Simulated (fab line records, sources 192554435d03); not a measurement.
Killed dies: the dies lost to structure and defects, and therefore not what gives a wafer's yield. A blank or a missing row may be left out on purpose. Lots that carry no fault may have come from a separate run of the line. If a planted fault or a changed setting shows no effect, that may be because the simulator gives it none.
fab line records ; flow n5-finfet
record lots=4; wafers=12; last-day=16
route steps=1938 shown BEOL_M11@1590 BEOL_M12@1602 PASSIVATION@1936
lots with no fault: from the same line, run without faults
start-h: start of the lot's first displayed wafer, in hours after the record's first day ; wait-h: hours since the lot's step before ; " identical to the entry in the row above ; L1.1+2: several wafers, shown together as one row ; - no value present, or no start provided ; * or withheld: withheld ; < > ~ a bound
route shown NAME@n: names a module that has steps shown in the file, with the first one's number in the route ; usual: mean and standard deviation over wafers with no fault ; same: alike in all rows ; chamber/n: place in a boat ; sites: each site's reading ; _std_site: the standard deviation of these ; _edge_site: the outer-site mean with the inner-site mean subtracted ; radius-mm: how far each site lies from the wafer's centre ; mask NAME#n: copy n ; behind: the most recent tool/chamber to have shaped the wafer ; hold: reason for holding the lot/hours on hold/outcome of the hold ; device: the n, p or np transistor that did not switch ; end of line: the route-end tests of the same wafers ; a step given without rows: its recipe and nothing more ; killed: not the wafer's yield, but the dies lost to structure and defects at the first sort ; map: shows each die of a wafer: x if killed, . if not, _ if none is there
set.NAME: the setting as run; set.NAME@STEP: as run at that earlier step ; model.NAME: the simulator's own value behind a step, which no gauge read
lots seen at some steps along the route; tables by step, rows by wafer
services: the hour from which a tool's chamber was out of use, counted from the record's first day as start-h (under 0 if before that day), plus the number of hours and why
## steps
# step N5_BEOL_M11_ALD_74
# recipe material=TaN; target-thk-a=20; temp-c=275; ald-precursor-family=PDMAT; ald-co-reactant=NH3; pressure-torr=3; carrier-flow-sccm=1500; pulse-time-s=2; purge-time-s=3; co-reactant-purge-time-s=2; co-reactant-pulse-time-s=3; ald-cycles=40; precursor-vessel-temp-c=75; precursor-vessel-pressure-torr=26.25; precursor-vessel-carrier-sccm=1000
# step N5_BEOL_M11_SURFACE_TREAT_76
# recipe gas=Ar; time-s=*; ion-energy-ev=*; ion-current-ma-cm2=0.5; pressure-mtorr=*; ar-flow-sccm=30
# step N5_BEOL_M11_CVD_75
# recipe material=Co; target-thk-a=20; temp-c=withheld; precursor=CCTBA/H2; pressure-torr=30; time-s=138.9
# step N5_BEOL_M11_SPUTTER_48
# recipe material=Cu; target-thk-a=120; temp-c=-20; bias-v=60; power-w=26000; chamber-pressure-pa=0.13; time-s=2
# step N5_BEOL_M11_ECD_50
# recipe material=Cu; target-thk-a=3180
# step N5_BEOL_M11_ANNEAL_51
# recipe temp-c=225; time-s=90; ambient=N2
# step N5_BEOL_M11_CMP_52
# recipe stop-on=SiCOH_lowk; t-overpolish-s=7; down-force-psi=1; platen-rpm=50; clearing-platen-down-force-psi=1.5; clearing-platen-rpm=50; post-cmp-clean=cu-alkaline; target-thk-nm=140; clearing-platen-pad-velocity-m-s=0.99484; pad-velocity-m-s=0.99484
# step N5_BEOL_M11_PRE_CLEAN_55
# recipe gas=NH3; time-s=15; temp-c=withheld; rf-power-w=300
# step N5_BEOL_M11_DEP_56
# recipe material=SiCN; target-thk-a=300; temp-c=withheld; precursor=3MS/NH3; pressure-torr=3; rf-w=675; time-s=10.5
# step N5_BEOL_M12_ILD_DEP_00
# recipe material=SiOC; target-thk-a=6589.2; temp-c=350; precursor=DEMS/O2; pressure-torr=5; rf-w=500; time-s=130.7
# usual heater-power-w=476/90; run-length-s=175.7/0.47; showerhead-plenum-p-Torr=5.691/0.011; throttle-valve-pct=11.6/0.74
lot.wafer;tool;chamber;start-h;wait-h;heater-power-w;run-length-s;showerhead-plenum-p-Torr;throttle-valve-pct;model.SiOC_of_BEOL_M12_ILD_DEP_00.thk-nm
L337.4;pecvd-01;1;264.06;0.1;618;175.5;5.694;12.6;653.2
L337.5;pecvd-01;1;264.06;0.1;653;175.5;5.679;12.6;652.2
L337.6;pecvd-01;0;264.06;0.1;429;175.9;5.703;11.6;648.8
L343.2;pecvd-02;1;298.96;0.0;504;175.5;5.693;11.0;648.4
L343.5;pecvd-02;1;298.96;0.0;392;175.3;5.679;11.2;663.8
L343.6;pecvd-02;2;298.96;0.0;584;176.0;5.680;10.6;666.2
L348.4;pecvd-01;1;336.23;0.1;628;175.4;5.702;12.3;653.8
L348.5;pecvd-01;2;336.23;0.1;328;176.3;5.692;11.9;654.8
L348.6;pecvd-01;0;336.23;0.1;408;185.2;5.711;11.3;692.2
L349.2;pecvd-01;1;350.23;0.0;591;175.8;5.694;12.5;639.2
L349.4;pecvd-01;2;350.23;0.0;371;176.1;5.709;11.9;649.8
L349.5;pecvd-01;0;350.23;0.0;410;185.1;5.709;11.4;699.4
# step N5_BEOL_M12_THK_MEAS_01
# recipe reads=SiOC_of_BEOL_M12_ILD_DEP_00
# usual M12_ILD_THK=652/10
lot.wafer;tool;chamber;start-h;wait-h;M12_ILD_THK[nm]
L337.4;film-metro-01;-;264.20;0.1;653
L337.5;film-metro-01;-;264.20;0.1;653
L337.6;film-metro-01;-;264.20;0.1;649
L343.2;film-metro-02;-;299.09;0.1;649
L343.5;film-metro-02;-;299.09;0.1;664
L343.6;film-metro-02;-;299.09;0.1;666
L348.4;film-metro-02;-;336.32;0.0;654
L348.5;film-metro-02;-;336.32;0.0;656
L348.6;film-metro-02;-;336.32;0.0;692
L349.2;film-metro-02;-;350.36;0.1;639
L349.4;film-metro-02;-;350.36;0.1;650
L349.5;film-metro-02;-;350.36;0.1;700
# step N5_BEOL_M12_COAT_58
# recipe resist=BARC; temp-c=205; time-s=60; spin-rpm=1500; resist-thk-nm=89
# step N5_BEOL_M12_COAT_04
# recipe spin-rpm=1625; resist-thk-nm=400
# step N5_BEOL_M12_EBR_06
# recipe solvent=PGMEA; ebr-width-mm=1.5
# step N5_BEOL_M12_SOFTBAKE_05
# recipe temp-c=130; time-s=60
# step N5_BEOL_M12_EXPOSE_07
# recipe mask-id=V11; na=0.93; source-shape=conventional; sigma-outer=0.6; polarization=unpolarized; attpsm-phase-deg=180; dose-mj=32.5
# step N5_BEOL_M12_PEB_08
# recipe peb-temp-c=130; peb-time-s=90
# step N5_BEOL_M12_DEVELOP_09
# recipe develop-time-s=45; rinse-liquid=diw; dry=air-spin; dev-temp-c=21
# step N5_BEOL_M12_HARDBAKE_14
# recipe temp-c=130; time-s=120
# step N5_BEOL_M12_DESCUM_15
# recipe chemistry=O2; time-s=7.9; source-power-w=50; bias-power-w=20; pressure-mtorr=20; rf-frequency-hz=2.712e+07; temp-c=40; o2-flow-sccm=225
# step N5_BEOL_M12_ETCH_59
# recipe chemistry=N2/H2; target=BARC; target-depth-a=890; overetch-a=267; time-s=67.9; ion-energy-ev=200; pressure-mtorr=30; source-w=840; bias-w=150; n2-flow-sccm=200; h2-flow-sccm=200
# step N5_BEOL_M12_VIA_ETCH_16
# recipe chemistry=C4F8/O2/Ar; target=SiOC; pressure-mtorr=30; source-w=3000; bias-w=700; Ar_flow_sccm=400; C4F8_flow_sccm=15; O2_flow_sccm=8; he-inner-torr=15; he-outer-torr=30; target-depth-a=7248; time-s=withheld; ion-energy-ev=250; ends=cleared
# usual C4F8_flow_sccm=15.01/0.043; O2_flow_sccm=8.004/0.023; drypump-motor-current-A=5.8/0.49; oes-product-au=0.71/0.065; rf-vpp-V=666.9/2.9; showerhead-plenum-p-Torr=3.47/0.1; throttle-valve-pct=24.1/0.35
lot.wafer;tool;chamber;start-h;wait-h;C4F8_flow_sccm;O2_flow_sccm;drypump-motor-current-A;oes-product-au;rf-vpp-V;showerhead-plenum-p-Torr;throttle-valve-pct;model.etch.depth-nm;model.coat_of_BEOL_M12_COAT_04.thk-nm
L337.4;rie-diel-06;1;264.70;0.0;14.99;7.974;6.5;0.74;670.1;3.59;24.1;653.1;122
L337.5;rie-diel-06;2;264.70;0.0;14.99;8.007;5.9;0.81;662.1;3.36;23.9;652.2;126.8
L337.6;rie-diel-06;3;264.70;0.0;15.05;8.032;5.1;0.66;667.6;3.51;24.1;648.7;127.4
L343.2;rie-diel-06;2;299.69;0.0;14.99;7.942;5.9;0.78;664.1;3.35;23.9;648.5;126.4
L343.5;rie-diel-06;0;299.69;0.0;15.02;8.001;6.4;0.63;668.0;3.52;24.6;663.8;123.8
L343.6;rie-diel-06;3;299.69;0.0;14.99;7.980;5.1;0.65;667.1;3.50;24.1;666.2;121.4
L348.4;rie-diel-05;1;336.97;0.0;14.98;7.983;5.9;0.64;667.8;3.54;24.9;653.8;125.6
L348.5;rie-diel-05;3;336.97;0.0;14.99;8.024;5.9;0.84;667.8;3.47;23.5;654.8;125
L348.6;rie-diel-05;0;336.97;0.0;14.98;8.007;6.3;0.71;669.8;3.56;23.9;692.1;116.4
L349.2;rie-diel-04;1;351.13;0.0;15.04;7.987;5.8;0.80;666.8;3.48;23.9;639.3;129.4
L349.4;rie-diel-04;3;351.13;0.0;14.99;7.988;6.3;0.69;665.4;3.41;23.9;649.9;125.6
L349.5;rie-diel-04;0;351.13;0.0;14.92;8.055;5.0;0.71;661.9;3.32;24.5;699.5;109.6
# step N5_BEOL_M12_STRIP_63
# recipe chemistry=N2/H2; power-w=1000; temp-c=250; h2-frac=0.65; overash-fraction=0.3; pressure-mtorr=1000; n2-flow-sccm=1750; h2-flow-sccm=3250
# usual drypump-motor-current-A=5.61/0.24; h2-flow-sccm=3252/8.9; heater-power-w=359/33; oes-product-au=0.693/0.0049; strip-time-to-endpoint-s=43.1/0.96
lot.wafer;tool;chamber;start-h;wait-h;drypump-motor-current-A;h2-flow-sccm;heater-power-w;oes-product-au;rf-hours-counter-h;strip-time-to-endpoint-s
L337.4;plasma-asher-02;1;264.93;-;5.80;3237;374;0.699;-;42.2
L337.5;plasma-asher-02;1;264.93;-;5.79;3233;368;0.690;-;43.5
L337.6;plasma-asher-02;0;264.93;-;5.22;3253;305;0.693;-;43.7
L343.2;plasma-asher-01;0;299.89;-;5.83;3231;384;0.690;79;43.4
L343.5;plasma-asher-01;0;299.89;-;5.85;3247;368;0.687;-;42.7
L343.6;plasma-asher-01;1;299.89;-;5.53;3259;386;0.694;-;42.1
L348.4;plasma-asher-02;0;337.19;-;5.22;3260;305;0.700;-;43.2
L348.5;plasma-asher-02;0;337.19;-;5.23;3262;301;0.696;-;43.0
L348.6;plasma-asher-02;1;337.19;-;5.80;3251;368;0.684;-;40.7
L349.2;plasma-asher-02;0;351.33;-;5.20;3235;306;0.693;146;44.2
L349.4;plasma-asher-02;1;351.33;-;5.78;3269;370;0.691;-;43.2
L349.5;plasma-asher-02;0;351.33;-;5.22;3245;300;0.682;-;38.8
# step N5_BEOL_M12_STRIP_64
# recipe chemistry=N2/H2; power-w=1000; temp-c=250; h2-frac=0.65; overash-fraction=0.3; pressure-mtorr=withheld; n2-flow-sccm=1750; h2-flow-sccm=3250
# step N5_BEOL_M12_STRIP_71
# recipe chemistry=post-etch-residue-remover; time-s=60; temp-c=25; remover-ph=withheld; remover-water-wt-pct=withheld; remover-fluoride-wt-pct=withheld
# step N5_BEOL_M12_SRD_72
# recipe time-s=30; temp-c=23; rinse-liquid=diw; dry=n2-spin; spin-rpm=1500; dry-time-s=30
# step N5_BEOL_M12_COAT_65
# recipe resist=SOC; temp-c=250; time-s=60; spin-rpm=1500; resist-thk-nm=300
# step N5_BEOL_M12_COAT_66
# recipe resist=SiARC; temp-c=220; time-s=60; spin-rpm=1500; resist-thk-nm=110
# step N5_BEOL_M12_COAT_22
# recipe spin-rpm=2888; resist-thk-nm=300
# step N5_BEOL_M12_EBR_24
# recipe solvent=PGMEA; ebr-width-mm=1.5
# step N5_BEOL_M12_SOFTBAKE_23
# recipe temp-c=130; time-s=60
# step N5_BEOL_M12_EXPOSE_25
# recipe mask-id=M12; na=0.93; source-shape=conventional; sigma-outer=0.4; polarization=unpolarized; dose-mj=21.8
# step N5_BEOL_M12_PEB_26
# recipe peb-temp-c=130; peb-time-s=90
# step N5_BEOL_M12_DEVELOP_27
# recipe develop-time-s=45; rinse-liquid=diw; dry=air-spin; dev-temp-c=21
# step N5_BEOL_M12_HARDBAKE_32
# recipe temp-c=130; time-s=120
# step N5_BEOL_M12_CMP_49
# recipe stop-on=SiOC; t-overpolish-s=20.6; down-force-psi=1; platen-rpm=50; clearing-platen-down-force-psi=1.5; clearing-platen-rpm=50; post-cmp-clean=cu-alkaline; target-thk-nm=320; clearing-platen-pad-velocity-m-s=0.99484; pad-velocity-m-s=0.99484
# usual motor-current-A=6.1/0.59
lot.wafer;tool;chamber;start-h;wait-h;motor-current-A;model.SiOC_of_BEOL_M12_ILD_DEP_00.thk-nm
L337.4;cmp-02;1;268.94;0.2;6.2;594.4
L337.6;cmp-02;1;268.94;0.2;6.3;590
L337.5;cmp-02;2;268.94;0.2;5.6;590.6
L343.2;cmp-04;0;310.81;0.3;6.0;588.4
L343.5;cmp-04;1;310.81;0.3;6.9;603.8
L343.6;cmp-04;2;310.81;0.3;5.3;608.6
L348.4;cmp-02;0;342.68;0.2;6.7;593.6
L348.5;cmp-02;3;342.68;0.2;5.4;596.6
L348.6;cmp-02;0;342.68;0.2;6.9;631.8
L349.4;cmp-04;0;354.14;0.2;6.3;590.8
L349.2;cmp-04;2;354.14;0.2;5.1;581.6
L349.5;cmp-04;3;354.14;0.2;5.9;640
# step N5_PASSIVATION_PROBE_49
# usual defect-limited-yield=91.3/1.4; killed_at_M0_to_M3=33/9.9; killed_at_M4_up=15/5.6; killed-at-contacts=13/5.7; killed-at-front-end=38/12; killed-at-other=4/3.1; killed-dies=103/17; killed-on-rim=13/4; killed-open=66/13; killed-short=32/7.8; sort_bin_5_function=5.1/0.95; sort_bin_6_memory=3.2/0.68; sort_bin_8_speed=0.02/0.22; sort-n-pass=1077/17; sort-yield-pct=91.3/1.5
# same gross-dies=1180; killed-at-back-side=0; sort_bin_4_leakage[%]=0
lot.wafer;tool;chamber;start-h;wait-h;defect-limited-yield[%];killed_at_M0_to_M3;killed_at_M4_up;killed-at-contacts;killed-at-front-end;killed-at-other;killed-dies;killed-on-rim;killed-open;killed-short;sort_bin_5_function[%];sort_bin_6_memory[%];sort_bin_8_speed[%];sort-n-pass;sort-yield-pct[%]
L337.4;prober-01;-;298.80;0.2;92.0;29;16;14;29;6;94;12;56;33;4.4;3.3;0;1086;92.0
L337.5;prober-01;-;298.85;0.2;89.5;46;13;12;45;8;124;16;79;32;5.5;3.9;0.08;1055;89.4
L337.6;prober-01;-;298.90;0.3;92.2;29;8;25;28;2;92;11;66;26;5.2;2.5;0;1088;92.2
L343.2;prober-02;-;345.99;0.1;93.6;17;8;20;29;2;76;14;48;26;3.9;2.2;0;1104;93.6
L343.5;prober-02;-;346.14;0.2;92.8;22;12;9;42;0;85;10;63;22;4.2;2.9;0;1095;92.8
L343.6;prober-02;-;346.19;0.3;94.6;24;14;12;13;1;64;10;39;21;3.2;2.0;0.08;1115;94.5
L348.4;prober-01;-;379.96;0.2;92.3;21;14;16;32;8;91;10;70;19;4.9;2.6;0;1089;92.3
L348.5;prober-01;-;380.01;0.2;91.4;48;20;6;26;1;101;14;63;34;4.7;3.6;0;1079;91.4
L348.6;prober-01;-;380.06;0.3;89.4;55;18;8;43;1;125;15;81;43;5.4;4.5;0;1055;89.4
L349.2;prober-01;-;389.09;0.1;90.1;54;12;11;31;9;117;20;64;47;4.7;5.1;0;1063;90.1
L349.4;prober-01;-;389.19;0.2;89.4;34;31;11;44;5;125;26;83;37;6.0;4.2;0;1055;89.4
L349.5;prober-01;-;389.24;0.2;91.6;30;15;19;33;2;99;17;75;20;4.3;4.0;0;1081;91.6
# killed by level:class
L337.4 MOL_CONTACT_COAG:geometric-particle:open=10 BEOL_M1:geometric-particle:open=8 GATE_CUT:geometric-particle:open=6 BEOL_M3:geometric-particle:open=6 DUMMY_GATE:geometric-particle:open=4 GATE_CUT:geometric-particle:short=4 MOL_CONTACT_COAG:geometric-particle:short=4 BEOL_M1:geometric-particle:short=4
L337.5 MOL_CONTACT_COAG:geometric-particle:open=11 FIN_SAQP:geometric-particle:open=9 HKMG_FIN:area-etch=9 BEOL_M1:geometric-particle:open=8 BEOL_M0_SAQP:geometric-particle:short=7 BEOL_M0:geometric-particle:open=7 BEOL_M5:geometric-particle:open=6 GATE_CUT:geometric-particle:short=5
L337.6 MOL_CONTACT_COAG:geometric-particle:open=21 BEOL_M1:geometric-particle:open=7 DUMMY_GATE:geometric-particle:open=6 BEOL_M2:geometric-particle:open=6 STARTING-WAFER:geometric-particle:short=5 FIN_SAQP:geometric-particle:short=4 MOL_CONTACT_COAG:geometric-particle:short=4 BEOL_M0_SAQP:geometric-particle:open=4
L343.2 MOL_CONTACT_COAG:geometric-particle:open=17 STI_FIN_REVEAL:geometric-particle:open=7 BEOL_M0_SAQP:geometric-particle:open=6 GATE_CUT:geometric-particle:short=5 BEOL_M0_SAQP:geometric-particle:short=5 MOL_CONTACT_COAG:geometric-particle:short=3 STARTING-WAFER:geometric-particle:open=3 FIN_SAQP:geometric-particle:short=2
L343.5 STI_FIN_REVEAL:geometric-particle:open=18 STI_FIN_REVEAL:geometric-particle:short=6 MOL_CONTACT_COAG:geometric-particle:open=6 BEOL_M1:geometric-particle:open=6 BEOL_M0_SAQP:geometric-particle:open=5 BEOL_M2:geometric-particle:open=5 STARTING-WAFER:geometric-particle:open=5 FIN_SAQP:geometric-particle:open=4
L343.6 MOL_CONTACT_COAG:geometric-particle:open=8 BEOL_M0_SAQP:geometric-particle:short=8 BEOL_M0_SAQP:geometric-particle:open=6 BEOL_M4:geometric-particle:open=4 BEOL_M1:geometric-particle:open=3 BEOL_M2:geometric-particle:open=3 BEOL_M6:geometric-particle:open=3 STI_FIN_REVEAL:geometric-particle:short=2
L348.4 MOL_CONTACT_COAG:geometric-particle:open=12 DUMMY_GATE:geometric-particle:open=10 STI_FIN_REVEAL:geometric-particle:open=7 BEOL_M2:geometric-particle:open=7 BEOL_M3:geometric-particle:open=6 BEOL_M5:geometric-particle:open=6 BEOL_M4:geometric-particle:open=5 MOL_CONTACT_COAG:geometric-particle:short=4
L348.5 BEOL_M2:geometric-particle:open=12 STI_FIN_REVEAL:geometric-particle:open=11 BEOL_M4:geometric-particle:open=10 BEOL_M0_SAQP:geometric-particle:short=9 BEOL_M0:geometric-particle:open=7 BEOL_M1:geometric-particle:open=6 MOL_CONTACT_COAG:geometric-particle:open=5 BEOL_M2:geometric-particle:short=5
L348.6 BEOL_M2:geometric-particle:open=17 BEOL_M0_SAQP:geometric-particle:short=15 STI_FIN_REVEAL:geometric-particle:open=12 BEOL_M0_SAQP:geometric-particle:open=9 FIN_SAQP:geometric-particle:open=8 DUMMY_GATE:geometric-particle:open=7 MOL_CONTACT_COAG:geometric-particle:open=5 BEOL_M4:geometric-particle:open=5
L349.2 BEOL_M3:geometric-particle:open=16 BEOL_M0_SAQP:geometric-particle:short=8 BEOL_M0_SAQP:geometric-particle:open=8 BEOL_M2:geometric-particle:open=7 MOL_CONTACT_COAG:geometric-particle:open=6 GATE_CUT:geometric-particle:short=5 BEOL_M6:geometric-particle:open=5 STARTING-WAFER:geometric-particle:short=5
L349.4 BEOL_M4:geometric-particle:open=19 FIN_SAQP:geometric-particle:open=14 BEOL_M3:geometric-particle:open=10 MOL_CONTACT_COAG:geometric-particle:open=8 FIN_SAQP:geometric-particle:short=7 BEOL_M4:geometric-particle:short=7 BEOL_M1:geometric-particle:open=7 BEOL_M0_SAQP:geometric-particle:open=6
L349.5 MOL_CONTACT_COAG:geometric-particle:open=17 BEOL_M2:geometric-particle:open=13 BEOL_M4:geometric-particle:open=10 FIN_SAQP:geometric-particle:open=7 DUMMY_GATE:geometric-particle:open=5 ILD0:geometric-particle:short=5 BEOL_M0_SAQP:geometric-particle:open=5 GATE_CUT:geometric-particle:short=3
## services
tool;chamber;start-h;hours;kind
cmp-02;-;250.96;0.5;repair
cmp-02;-;257.76;4.0;pm
cmp-04;-;261.59;0.5;repair
cmp-02;-;261.76;-;consumable-replace:conditioner
cmp-02;-;261.76;-;consumable-replace:pad
pecvd-01;2;263.32;2.1;scheduled-down
rie-diel-06;0;268.22;15.3;repair
pecvd-01;2;272.76;7.5;repair
cmp-04;-;281.53;0.5;repair
plasma-asher-01;-;282.67;0.6;repair
rie-diel-06;2;293.88;4.3;repair
rie-diel-05;3;296.99;-;clean
rie-diel-05;2;297.03;9.6;repair
rie-diel-06;2;304.45;10.4;repair
pecvd-01;2;310.46;16.5;scheduled-down
pecvd-01;-;316.00;14.6;pm
plasma-asher-01;-;318.58;2.3;repair
cmp-02;-;324.79;3.9;repair
cmp-02;-;334.69;4.5;repair
rie-diel-06;0;336.64;-;clean
rie-diel-06;0;336.64;-;consumable-replace:focus-ring
rie-diel-06;0;336.64;35.3;scheduled-down
rie-diel-06;0;336.64;35.3;vent-cycle
plasma-asher-02;-;339.60;4.3;pm
## key
first-sign step=N5_BEOL_M12_ILD_DEP_00; reading=run-length-s; direction=up; sigmas=20; usual=*; struck=*
effect step=N5_BEOL_M12_THK_MEAS_01; reading=M12_ILD_THK; direction=up; sigmas=4.4; usual=652; struck=696
effect step=N5_BEOL_M12_STRIP_63; reading=strip-time-to-endpoint-s; direction=down; sigmas=3.5; usual=*; struck=*
model-effect step=N5_BEOL_M12_ILD_DEP_00; value=SiOC_of_BEOL_M12_ILD_DEP_00.thk-nm; without=646.9; struck=695.8
model-effect step=N5_BEOL_M12_VIA_ETCH_16; value=etch.depth-nm; without=646.9; struck=695.8
model-effect step=N5_BEOL_M12_CMP_49; value=SiOC_of_BEOL_M12_ILD_DEP_00.thk-nm; without=587; struck=635.9
met-at N5_BEOL_M12_ILD_DEP_00
struck-wafers L348.6,L349.5
onset-between 264.06 336.23
fault kind=process-parameter-drift; tool=pecvd-01; chamber=0; onset-h=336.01; steps=N5_BEOL_M12_ILD_DEP_00; channel=time-s; offset=*; shape=step; end-h=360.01; acts-in=*; stated=*
